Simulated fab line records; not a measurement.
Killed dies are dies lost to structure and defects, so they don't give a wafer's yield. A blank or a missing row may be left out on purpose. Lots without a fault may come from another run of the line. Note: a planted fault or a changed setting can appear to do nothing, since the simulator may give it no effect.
Which of the tools did it?	flow n5Finfet	24 lots with 72 wafers sampled at 5 steps, on a route of 1938 steps

== WHAT THE GAUGES SHOWED, per wafer ==
N5_BEOL_M2_THK_MEAS_01. Usual: for M2_ILD_THK the level is 79.3 nm and the standard deviation is 1.
lot	measured	on	M2_ILD_THK (nm)	flag
L074	day 6 09:43	filmMetro-01	79.5 79.6 81.2	
L075	day 6 23:59	filmMetro-02	78.0 78.5 79.4	
L076	day 7 17:15	filmMetro-01	79.6 79.8 80.3	
L077	day 7 17:49	filmMetro-01	78.3 79.4 80.1	
L078	day 7 21:18	filmMetro-02	79.0 80.8 81.0	
L079	day 7 21:50	filmMetro-02	77.9 77.9 79.1	
L080	day 8 09:32	filmMetro-01	77.2 78.9 80.3	
L081	day 8 09:49	filmMetro-02	79.0 79.5 80.5	
L082	day 8 23:58	filmMetro-01	78.7 76.8 78.3	
L083	day 9 00:11	filmMetro-02	78.4 80.0 79.4	
L084	day 9 00:34	filmMetro-02	77.3 78.6 79.8	
L085	day 9 04:16	filmMetro-01	79.5 81.4 79.0	
L086	day 10 02:30	filmMetro-02	79.2 80.0 80.6	
L087	day 10 02:46	filmMetro-02	78.7 81.1 80.1	
L089	day 10 06:08	filmMetro-02	78.4 80.3 80.8	
L088	day 10 16:58	filmMetro-01	77.7 79.6 79.1	
L091	day 10 20:50	filmMetro-02	78.6 79.2 79.8	
L090	day 11 01:40	filmMetro-02	78.8 80.0 80.4	
L092	day 11 05:11	filmMetro-02	77.8 79.9 78.8	
L093	day 11 12:42	filmMetro-01	79.7 80.0 80.1	
L094	day 11 19:01	filmMetro-01	78.1 79.1 78.9	
L095	day 12 00:22	filmMetro-01	78.8 79.8 79.4	
L096	day 12 05:28	filmMetro-01	77.5 79.4 79.6	
L097	day 12 13:07	filmMetro-02	79.2 79.6 78.9	

== WHAT TOOL EACH LOT RAN ON (gives the tool, then ch and the chambers of the sampled wafers, and finally the start) ==
lot	N5_BEOL_M1_ETCH_70	N5_BEOL_M1_SPUTTER_96	N5_BEOL_M1_CO_CAP_55	N5_BEOL_M2_ILD_DEP_00
L074	rieDiel-05 ch 0,1,2, day 6 03:49	pvdSputter-03, day 6 06:45	cvdCo-02 ch 0,2, day 6 09:23	pecvd-03 ch 0,1, day 6 09:38
L075	rieDiel-05 ch 0,1,2, day 6 15:55	pvdSputter-03, day 6 19:09	cvdCo-01 ch 0,2, day 6 23:40	pecvd-01 ch 1,2, day 6 23:55
L076	rieDiel-02 ch 1,2,3, day 7 10:10	pvdSputter-02, day 7 13:10	cvdCo-02 ch 0,1,2, day 7 16:56	pecvd-04 ch 1,2, day 7 17:11
L077	rieDiel-05 ch 1,2, day 7 10:17	pvdSputter-01, day 7 13:16	cvdCo-01 ch 1,2, day 7 17:31	pecvd-01 ch 0,1, day 7 17:45
L078	rieDiel-02 ch 0,1,2, day 7 13:12	pvdSputter-02, day 7 16:26	cvdCo-01 ch 0,2, day 7 20:59	pecvd-01 ch 0,1, day 7 21:14
L079	rieDiel-05 ch 0,2,3, day 7 13:14	pvdSputter-01, day 7 16:31	cvdCo-01 ch 1,2, day 7 21:32	pecvd-03 ch 0,1,2, day 7 21:46
L080	rieDiel-05 ch 1,2,3, day 7 22:20	pvdSputter-03, day 8 01:13	cvdCo-02 ch 0,1, day 8 09:14	pecvd-03 ch 0,2, day 8 09:28
L081	rieDiel-02 ch 1,2,3, day 7 23:10	pvdSputter-01, day 8 02:02	cvdCo-01 ch 1,2, day 8 09:31	pecvd-01 ch 1,2, day 8 09:46
L082	rieDiel-05 ch 1,2,3, day 8 19:55	pvdSputter-02, day 8 22:47	cvdCo-02 ch 0,1, day 8 23:39	pecvd-03 ch 0,2, day 8 23:53
L083	rieDiel-04 ch 0,1,2, day 8 20:06	pvdSputter-03, day 8 22:59	cvdCo-01 ch 0,1, day 8 23:51	pecvd-03 ch 1,2, day 9 00:07
L084	rieDiel-04 ch 0,3, day 8 20:28	pvdSputter-01, day 8 23:23	cvdCo-01 ch 0,1,2, day 9 00:14	pecvd-01 ch 0,1, day 9 00:29
L085	rieDiel-05 ch 0,2,3, day 8 23:08	pvdSputter-03, day 9 02:52	cvdCo-01 ch 1,2, day 9 03:57	pecvd-03 ch 0,1,2, day 9 04:12
L086	rieDiel-04 ch 0,1,2, day 9 20:16	pvdSputter-03, day 10 01:18	cvdCo-01 ch 0,1,2, day 10 02:10	pecvd-03 ch 0,1, day 10 02:25
L087	rieDiel-05 ch 0,1, day 9 20:21	pvdSputter-02, day 10 01:30	cvdCo-02 ch 1,2, day 10 02:26	pecvd-03 ch 0,1, day 10 02:41
L089	rieDiel-04 ch 2,3, day 10 01:16	pvdSputter-02, day 10 04:42	cvdCo-02 ch 0,1, day 10 05:48	pecvd-03 ch 0,1, day 10 06:02
L088	rieDiel-02 ch 0,1,3, day 10 12:19	pvdSputter-01, day 10 15:46	cvdCo-01 ch 0,2, day 10 16:38	pecvd-03 ch 1,2, day 10 16:54
L091	rieDiel-02 ch 0,2,3, day 10 16:25	pvdSputter-01, day 10 19:40	cvdCo-02 ch 0,2, day 10 20:32	pecvd-01 ch 1,2, day 10 20:47
L090	rieDiel-04 ch 1,2,3, day 10 21:14	pvdSputter-01, day 11 00:29	cvdCo-01 ch 0,2, day 11 01:22	pecvd-04 ch 0,2, day 11 01:36
L092	rieDiel-02 ch 2,3, day 11 00:34	pvdSputter-01, day 11 04:00	cvdCo-01 ch 1,2, day 11 04:52	pecvd-01 ch 0,1, day 11 05:07
L093	rieDiel-02 ch 0,1, day 11 08:29	pvdSputter-02, day 11 11:31	cvdCo-01 ch 0,2, day 11 12:23	pecvd-01 ch 1,2, day 11 12:38
L094	rieDiel-02 ch 0,1,3, day 11 14:14	pvdSputter-02, day 11 17:39	cvdCo-01 ch 0,1,2, day 11 18:41	pecvd-04 ch 1,2, day 11 18:56
L095	rieDiel-02 ch 0,1,3, day 11 18:23	pvdSputter-03, day 11 23:05	cvdCo-01 ch 1,2, day 12 00:03	pecvd-04 ch 0,2, day 12 00:18
L096	rieDiel-02 ch 0,2,3, day 11 23:11	pvdSputter-01, day 12 04:17	cvdCo-01 ch 1,2, day 12 05:09	pecvd-01 ch 0,1, day 12 05:24
L097	rieDiel-02 ch 0,1,2, day 12 07:16	pvdSputter-02, day 12 10:52	cvdCo-02 ch 0,1,2, day 12 12:49	pecvd-01 ch 0,1,2, day 12 13:04
- N5_BEOL_M1_ETCH_70: etches SOC in N2/H2, target depth 80 nm, overetch 16 nm, time 120 s.
- N5_BEOL_M1_SPUTTER_96: material Cu, target thk 4.5 nm, time 8.29 s.
- N5_BEOL_M1_CO_CAP_55: material Co, precursor CCTBA/H2, target thk 2 nm, time 102.1 s.
- N5_BEOL_M2_ILD_DEP_00: deposits SiOC from DEMS/O2, target thk 79 nm, time 15.3 s.

== WHAT THE TOOLS THEMSELVES READ (means of the sampled wafers that have a number; where no wafer has one, the mark that the record gives instead) ==
N5_BEOL_M1_ETCH_70. Usual: drypumpMotorCurrentA 5.5 A, standard deviation 0.39; oesProductAu 0.62 a.u., standard deviation 0.068; rfVppV 524.9 V, standard deviation 2; showerheadPlenumPTorr 2.58 Torr, standard deviation 0.076; throttleValvePct 17.76 %, standard deviation 0.27.
lot	tool	drypumpMotorCurrentA (A)	oesProductAu (a.u.)	rfVppV (V)	showerheadPlenumPTorr (Torr)	throttleValvePct (%)	flag
L074	rieDiel-05	5.8	0.62	525.8	2.60	17.81	
L075	rieDiel-05	5.8	0.62	525.1	2.60	17.81	
L076	rieDiel-02	5.2	0.56	525.8	2.60	17.83	
L077	rieDiel-05	5.6	0.62	524.2	2.55	17.65	
L078	rieDiel-02	5.3	0.55	523.6	2.52	17.80	
L079	rieDiel-05	5.8	0.66	524.6	2.57	17.72	
L080	rieDiel-05	5.6	0.66	524.1	2.53	17.57	
L081	rieDiel-02	5.2	0.56	525.6	2.60	17.84	
L082	rieDiel-05	5.6	0.65	523.9	2.53	17.56	
L083	rieDiel-04	5.9	0.66	523.6	2.54	17.75	
L084	rieDiel-04	5.8	0.61	525.1	2.56	17.71	
L085	rieDiel-05	5.8	0.65	524.4	2.57	17.73	
L086	rieDiel-04	5.9	0.65	523.2	2.54	17.76	
L087	rieDiel-05	6.0	0.57	525.0	2.60	18.00	
L089	rieDiel-04	5.9	0.65	525.2	2.60	18.00	
L088	rieDiel-02	5.2	0.67	527.2	2.66	17.75	
L091	rieDiel-02	5.4	0.61	526.6	2.64	17.79	
L090	rieDiel-04	5.8	0.66	523.8	2.56	17.91	
L092	rieDiel-02	5.3	0.55	525.6	2.61	17.98	
L093	rieDiel-02	5.2	0.70	527.8	2.69	17.56	
L094	rieDiel-02	5.2	0.65	527.9	2.66	17.76	
L095	rieDiel-02	5.1	0.65	526.5	2.66	17.76	
L096	rieDiel-02	5.4	0.59	525.7	2.63	17.80	
L097	rieDiel-02	5.3	0.65	525.3	2.61	17.56	

N5_BEOL_M1_SPUTTER_96. Usual: throttleValvePct at 30.3 %, with a standard deviation of 1.3.
lot	tool	throttleValvePct (%)	flag
L074	pvdSputter-03	31.0	
L075	pvdSputter-03	29.9	
L076	pvdSputter-02	30.0	
L077	pvdSputter-01	29.5	
L078	pvdSputter-02	30.4	
L079	pvdSputter-01	29.7	
L080	pvdSputter-03	29.6	
L081	pvdSputter-01	30.2	
L082	pvdSputter-02	29.6	
L083	pvdSputter-03	31.6	
L084	pvdSputter-01	30.6	
L085	pvdSputter-03	29.0	
L086	pvdSputter-03	29.6	
L087	pvdSputter-02	29.9	
L089	pvdSputter-02	30.2	
L088	pvdSputter-01	30.1	
L091	pvdSputter-01	29.9	
L090	pvdSputter-01	31.0	
L092	pvdSputter-01	29.4	
L093	pvdSputter-02	30.0	
L094	pvdSputter-02	30.1	
L095	pvdSputter-03	30.7	
L096	pvdSputter-01	31.2	
L097	pvdSputter-02	30.6	

N5_BEOL_M1_CO_CAP_55. Usual: heaterPowerOuterW 132 W, standard deviation 16; heaterPowerW 258 W, standard deviation 34.
lot	tool	heaterPowerOuterW (W)	heaterPowerW (W)	flag
L074	cvdCo-02	143	271	
L075	cvdCo-01	121	230	
L076	cvdCo-02	137	264	
L077	cvdCo-01	137	282	
L078	cvdCo-01	122	230	
L079	cvdCo-01	141	281	
L080	cvdCo-02	131	255	
L081	cvdCo-01	137	280	
L082	cvdCo-02	130	250	
L083	cvdCo-01	130	248	
L084	cvdCo-01	129	254	
L085	cvdCo-01	138	283	
L086	cvdCo-01	129	255	
L087	cvdCo-02	147	273	
L089	cvdCo-02	129	249	
L088	cvdCo-01	121	230	
L091	cvdCo-02	127	256	
L090	cvdCo-01	121	229	
L092	cvdCo-01	139	279	
L093	cvdCo-01	121	231	
L094	cvdCo-01	131	249	
L095	cvdCo-01	132	260	
L096	cvdCo-01	133	260	
L097	cvdCo-02	139	267	

N5_BEOL_M2_ILD_DEP_00. Usual: heaterPowerOuterW 251 W, standard deviation 52; heaterPowerW 462 W, standard deviation 93; showerheadPlenumPTorr 5.690 Torr, standard deviation 0.016; throttleValvePct 12.2 %, standard deviation 0.86.
lot	tool	heaterPowerOuterW (W)	heaterPowerW (W)	showerheadPlenumPTorr (Torr)	throttleValvePct (%)	flag
L074	pecvd-03	303	542	5.695	12.4	
L075	pecvd-01	290	519	5.695	13.3	
L076	pecvd-04	256	473	5.687	11.3	
L077	pecvd-01	227	443	5.673	12.4	
L078	pecvd-01	260	486	5.670	12.5	
L079	pecvd-03	217	408	5.686	12.0	
L080	pecvd-03	233	424	5.695	11.7	
L081	pecvd-01	253	451	5.700	13.3	
L082	pecvd-03	227	429	5.699	11.6	
L083	pecvd-03	193	344	5.690	11.2	
L084	pecvd-01	274	496	5.675	13.1	
L085	pecvd-03	233	424	5.693	11.9	
L086	pecvd-03	256	454	5.694	12.0	
L087	pecvd-03	261	478	5.692	12.2	
L089	pecvd-03	240	429	5.694	12.1	
L088	pecvd-03	186	332	5.708	11.4	
L091	pecvd-01	274	483	5.700	12.6	
L090	pecvd-04	237	443	5.696	11.5	
L092	pecvd-01	252	465	5.675	13.2	
L093	pecvd-01	272	480	5.706	12.5	
L094	pecvd-04	247	482	5.677	11.5	
L095	pecvd-04	251	463	5.688	11.4	
L096	pecvd-01	236	454	5.681	12.5	
L097	pecvd-01	272	488	5.691	12.5	

== THE ANSWER, worked out from the rows above alone ==
Rule: take the mean of a lot's wafers that have a number; if it is more than 3 standard deviations from the usual mean, the lot is off. A lot without any number at a reading at which 4 lots or more have one is off too. Where the step has rows for the other lots, those lots are counted as sound. The gauges are gone through in route order, then the tools' own readings, and for those a lot's mean is taken as printed above. The first step at which some lot is off is used, and at that step the reading that is off furthest; a lot without a number counts as furthest.
Nothing can be told from this: no lot is off at any reading shown.

== WHAT THE SIMULATOR HAD PUT IN ==
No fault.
